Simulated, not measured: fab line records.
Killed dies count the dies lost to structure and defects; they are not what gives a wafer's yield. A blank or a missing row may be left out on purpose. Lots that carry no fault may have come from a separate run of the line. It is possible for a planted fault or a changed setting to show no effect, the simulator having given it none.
Which tool is to blame? -- flow n5Finfet -- 18 wafers from 6 lots sampled at 5 of the route's 1938 steps

## WHAT THE GAUGES READ, wafer by wafer
N5_MIM_TOP_LITHO_CD_MEAS_08: target cd 2000 nm.
lot,measured,on,cdNm (nm)
L543,day 13 23:59,cdSem-03,2000.3 1998.1 1999.8
L545,day 14 15:03,cdSem-01,2001.4 1999.6 2000.3
L548,day 14 19:25,cdSem-03,2000.9 2000.1 1999.2
L550,day 15 09:46,cdSem-02,2000.5 1998.1 1999.0
L561,day 18 05:24,cdSem-01,2000.7 2000.8 2002.1
L564,day 20 00:18,cdSem-03,1999.9 2000.6 1998.6

## WHICH TOOL RAN EACH LOT (tool, then ch and the chambers of the sampled wafers, then the start)
lot,N5_PASSIVATION_PECVD_00,N5_MIM_BOT_DEGAS_01,N5_MIM_TOP_ALD_02,N5_MIM_TOP_LITHO_PEB_06
L543,"pecvd-01 ch 0,1,2, day 13 22:09","pvdSputter-02, day 13 22:50","aldHk-02 ch 0,1,3, day 13 23:52 or earlier","lithoTrack-02 ch 0, day 13 23:52"
L545,"pecvd-02 ch 1,2, day 14 13:30","pvdSputter-01, day 14 13:40","aldHk-03 ch 0,1,3, day 14 14:56 or earlier","lithoTrack-03 ch 0, day 14 14:56"
L548,"pecvd-02 ch 0,1, day 14 16:13","pvdSputter-02, day 14 16:44","aldHk-03 ch 2,3, day 14 19:17 or earlier","lithoTrack-02 ch 0, day 14 19:17"
L550,"pecvd-02 ch 1,2, day 15 07:44","pvdSputter-02, day 15 08:25","aldHk-02 ch 1,3, day 15 09:39 or earlier","lithoTrack-03 ch 0, day 15 09:39"
L561,"pecvd-04 ch 0,2, day 18 01:59","pvdSputter-02, day 18 03:44","aldHk-03 ch 0,2,3, day 18 05:17 or earlier","lithoTrack-03 ch 0, day 18 05:17"
L564,"pecvd-02 ch 0,1,2, day 19 20:35","pvdSputter-03, day 19 22:38","aldHk-01 ch 2,3, day 20 00:11 or earlier","lithoTrack-03 ch 0, day 20 00:11"
- N5_PASSIVATION_PECVD_00: deposits SiO2 from SiH4/N2O, target thk 200 nm, time 11.2 s.
- N5_MIM_BOT_DEGAS_01: time 60 s.
- N5_MIM_TOP_ALD_02: deposits Al2O3, purge time 3 s, co reactant pulse time 3 s.
- N5_MIM_TOP_LITHO_PEB_06

## THE ANSWER, worked out from the rows above alone
Rule: what is usual is taken from the lots themselves. Put in order of their means at a reading, lots are off if they are a third of the lots or fewer, leave a main group of 4 or more, and stand apart from it by a gap of 3 or more times the standard deviation of the main group's means; of several such gaps the widest counts. A main group is skipped when, at the precision printed for the reading in the tables above, its means are all equal. Also off: a lot with no number at a reading for which 4 or more lots have one. Any other lot the step has rows for is counted as sound.
None of the lots is off at any reading shown; this tells nothing.

## WHAT THE SIMULATOR PUT IN
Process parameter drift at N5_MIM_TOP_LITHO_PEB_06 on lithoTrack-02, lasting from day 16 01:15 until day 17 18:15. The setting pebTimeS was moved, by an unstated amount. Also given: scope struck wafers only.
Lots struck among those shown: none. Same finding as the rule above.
